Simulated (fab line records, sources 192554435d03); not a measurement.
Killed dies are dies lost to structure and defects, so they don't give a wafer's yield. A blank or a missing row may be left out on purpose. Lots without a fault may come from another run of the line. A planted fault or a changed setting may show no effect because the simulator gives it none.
Chamber matching | flow n5_finfet | N5_STI_FIN_REVEAL_ALD_14 on ald_sin-02: 4 sister chambers
The step deposits Si3N4, target thk 3 nm. 14 wafers are shown with their chamber, then 7 later ones without.

WAFERS WITH THEIR CHAMBER
wafer  | chamber | heater_power_outer_w (W) | heater_power_w (W) | chamber_pressure_Torr (Torr)
L076.1 | 3       | 428                      | 725                | 2.005
L076.3 | 0       | 558                      | 890                | 2.002
L076.6 | 3       | 435                      | 730                | 2.006
L079.1 | 0       | 548                      | 907                | 1.996
L079.3 | 2       | 475                      | 760                | 2.006
L079.4 | 3       | 429                      | 700                | 2.004
L080.2 | 0       | 563                      | 937                | 1.998
L080.4 | 3       | 433                      | 716                | 1.999
L080.5 | 3       | 425                      | 730                | 2.002
L082.1 | 0       | 553                      | 897                | 2.003
L082.3 | 2       | 476                      | 765                | 2.005
L082.5 | 0       | 544                      | 939                | 2.005
L086.1 | 1       | 484                      | 790                | 2.001
L086.3 | 2       | 456                      | 723                | 1.995

SIGNATURES (means of the wafers above)
reading               | chamber 0 | chamber 1 | chamber 2 | chamber 3 | scatter within a chamber
heater_power_outer_w  | 553.20    | 484.00    | 469.00    | 430.00    | 7.41
heater_power_w        | 914.00    | 790.00    | 749.33    | 720.20    | 19.4
chamber_pressure_Torr | 2.00080   | 2.00100   | 2.00200   | 2.00320   | 0.00399
Rule: a wafer's distance from a chamber is the root of the sum, over the readings, of the square of ((its reading less the chamber's mean) divided by the reading's scatter). The wafer belongs to the nearest chamber; if the next one is less than 2 further off, it can't be placed. The scatter: the root of (the sum of the squares of (reading less its chamber's mean) over the shown wafers, divided by (wafers less chambers)).

WAFERS WITHOUT THEIR CHAMBER
wafer  | heater_power_outer_w (W) | heater_power_w (W) | chamber_pressure_Torr (Torr)
L086.4 | 553                      | 903                | 1.998
L090.1 | 490                      | 780                | 1.995
L090.3 | 573                      | 923                | 2.004
L090.5 | 454                      | 708                | 1.995
L092.3 | 461                      | 707                | 1.999
L092.4 | 494                      | 780                | 2.000
L092.6 | 459                      | 718                | 2.004

WHICH CHAMBER EACH WENT THROUGH
wafer  | from the rows above     | in truth
L086.4 | 0                       | 0
L090.1 | can't be placed: 1 or 2 | 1
L090.3 | 0                       | 0
L090.5 | can't be placed: 2 or 3 | 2
L092.3 | can't be placed: 2 or 3 | 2
L092.4 | 1                       | 1
L092.6 | can't be placed: 2 or 3 | 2
Placed correctly: 3 of 7. Can't be placed from these rows: 4 (the true chamber is among the candidates in 4). Placed wrongly: 0.
